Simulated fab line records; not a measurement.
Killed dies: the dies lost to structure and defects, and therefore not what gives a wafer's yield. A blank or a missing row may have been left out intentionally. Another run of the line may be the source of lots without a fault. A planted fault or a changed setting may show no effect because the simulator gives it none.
Split-lot experiment + flow n5 finfet + 39 wafers read from 7 lots, route of 1938 steps

== THE SPLIT ==
At N5_BEOL_M14_DEP_53 (deposits SiCN from 3MS/NH3, target thk 50 nm, time 17.8 s), the setting time s was moved away from the recipe's 17.8 s on 6 of the 39 wafers read, by -50.9% to +20.7%. The other wafers ran this setting at the recipe's value.

Reading taken at the split's own step.

== THE READING ==
SiCN_of_BEOL_M14_DEP_53.thk nm (the simulator's own value, which no gauge read), in nm, at N5_BEOL_M14_DEP_53 (deposits SiCN from 3MS/NH3, target thk 50 nm, time 17.8 s). The file does not state a usual value for it. Across the 33 wafers here that went through the recipe, the average is 50.1 nm and the standard deviation 0.62 nm.

| wafer  | tool, chamber at the split | time s as run, s | against the recipe | SiCN_of_BEOL_M14_DEP_53.thk nm, nm | against lot-mates on the recipe |
|--------|----------------------------|------------------|--------------------|------------------------------------|---------------------------------|
| L077.1 | pecvd-04, 1                | 17.8             | recipe             | 50                                 | -                               |
| L077.2 | pecvd-04, 2,0              | 17.8             | recipe             | 49.8                               | -                               |
| L077.3 | pecvd-04, 2,0              | 17.8             | recipe             | 49.8                               | -                               |
| L077.4 | pecvd-04, 1                | 17.8             | recipe             | 51.6                               | -                               |
| L077.5 | pecvd-04, 2                | 17.8             | recipe             | 50.8                               | -                               |
| L077.6 | pecvd-04, 0                | 17.8             | recipe             | 50.6                               | -                               |
| L078.1 | pecvd-02, 1                | 21.49            | +20.7%             | 59.4                               | +9.2                            |
| L078.2 | pecvd-02, 0                | 17.8             | recipe             | 49.8                               | -                               |
| L078.3 | pecvd-02, 2                | 17.8             | recipe             | 50                                 | -                               |
| L078.4 | pecvd-02, 1                | 21.49            | +20.7%             | 60.4                               | +10.2                           |
| L078.5 | pecvd-02, 2                | 17.8             | recipe             | 50.8                               | -                               |
| L078.6 | pecvd-02, 0                | 21.49            | +20.7%             | 60.8                               | +10.6                           |
| L079.1 | pecvd-03, 2,1              | 17.8             | recipe             | 49.8                               | -                               |
| L079.3 | pecvd-03, 2,1              | 17.8             | recipe             | 49.8                               | -                               |
| L079.2 | pecvd-03, 0                | 17.8             | recipe             | 50                                 | -                               |
| L079.4 | pecvd-03, 2                | 17.8             | recipe             | 50.8                               | -                               |
| L079.5 | pecvd-03, 0                | 17.8             | recipe             | 50.4                               | -                               |
| L079.6 | pecvd-03, 1                | 17.8             | recipe             | 50.6                               | -                               |
| L081.1 | pecvd-03, 2,0              | 17.8             | recipe             | 50                                 | -                               |
| L081.2 | pecvd-03, 2,0              | 17.8             | recipe             | 50                                 | -                               |
| L081.4 | pecvd-03, 0                | 17.8             | recipe             | 51.2                               | -                               |
| L088.1 | pecvd-02, 0,1              | 17.8             | recipe             | 49.2                               | -                               |
| L088.3 | pecvd-02, 0,1              | 17.8             | recipe             | 49.2                               | -                               |
| L088.2 | pecvd-02, 2                | 8.737            | -50.9%             | 25.4                               | -24.1                           |
| L088.4 | pecvd-02, 1                | 8.737            | -50.9%             | 24.8                               | -24.7                           |
| L088.5 | pecvd-02, 2                | 8.737            | -50.9%             | 25                                 | -24.5                           |
| L088.6 | pecvd-02, 0                | 17.8             | recipe             | 50.2                               | -                               |
| L090.1 | pecvd-04, 2,1              | 17.8             | recipe             | 49.6                               | -                               |
| L090.3 | pecvd-04, 2,1              | 17.8             | recipe             | 49.6                               | -                               |
| L090.2 | pecvd-04, 0                | 17.8             | recipe             | 49.2                               | -                               |
| L090.4 | pecvd-04, 1                | 17.8             | recipe             | 50.6                               | -                               |
| L090.5 | pecvd-04, 2,0              | 17.8             | recipe             | 50                                 | -                               |
| L090.6 | pecvd-04, 2,0              | 17.8             | recipe             | 50                                 | -                               |
| L091.1 | pecvd-02, 0                | 17.8             | recipe             | 49                                 | -                               |
| L091.2 | pecvd-02, 1                | 17.8             | recipe             | 48.8                               | -                               |
| L091.3 | pecvd-02, 2                | 17.8             | recipe             | 50                                 | -                               |
| L091.4 | pecvd-02, 2                | 17.8             | recipe             | 50.4                               | -                               |
| L091.5 | pecvd-02, 0                | 17.8             | recipe             | 50.8                               | -                               |
| L091.6 | pecvd-02, 1                | 17.8             | recipe             | 49.8                               | -                               |
Rows listing several chambers each stand for several wafers; the file does not say which wafer went through which chamber.

THE FIT
A straight line over all 39 wafers: SiCN_of_BEOL_M14_DEP_53.thk nm changes by +0.491 nm for each +1% of time s; r = +1.00; the points scatter about the line by 0.62 nm.
The same after taking each lot's own level away (the mean of its wafers on the recipe; 39 wafers): +0.481 nm for each +1%; r = +1.00; scatter 0.55 nm.
According to that fit, moving time s by its largest amount changes the reading by 24 nm.
From 49.53 to 50.43 nm: that is the span of the lots' own levels, equal to 1.4 times the standard deviation above.
Consequently the slope shifts little with the lot-to-lot level, the two slopes agreeing.
Check: for one of the wafers moved furthest among these (-50.9%), held out of the fit, the line's prediction against its lot-mates is -24.6 nm. Against them it came out at -24.1 nm.

== THESE WAFERS: OTHER SPLITS ==
Other splits were also applied to these wafers ahead of the reading. Each is held against what the fit with the lots' levels taken away leaves over:
| other split on the same wafers           | wafers away from the commonest value | r with SiCN_of_BEOL_M14_DEP_53.thk nm (lot level and that fit taken away) |
|------------------------------------------|--------------------------------------|---------------------------------------------------------------------------|
| N5_BEOL_M6_TRENCH_ETCH_37 target depth a | 12                                   | -0.14                                                                     |
| N5_BEOL_M9_ETCH_66 target depth a        | 15                                   | +0.03                                                                     |

== THE FILE'S OWN FIT ==
SiCN_of_BEOL_M14_DEP_53.thk nm changes by +0.481 nm for each +1% of time s, r = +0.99.
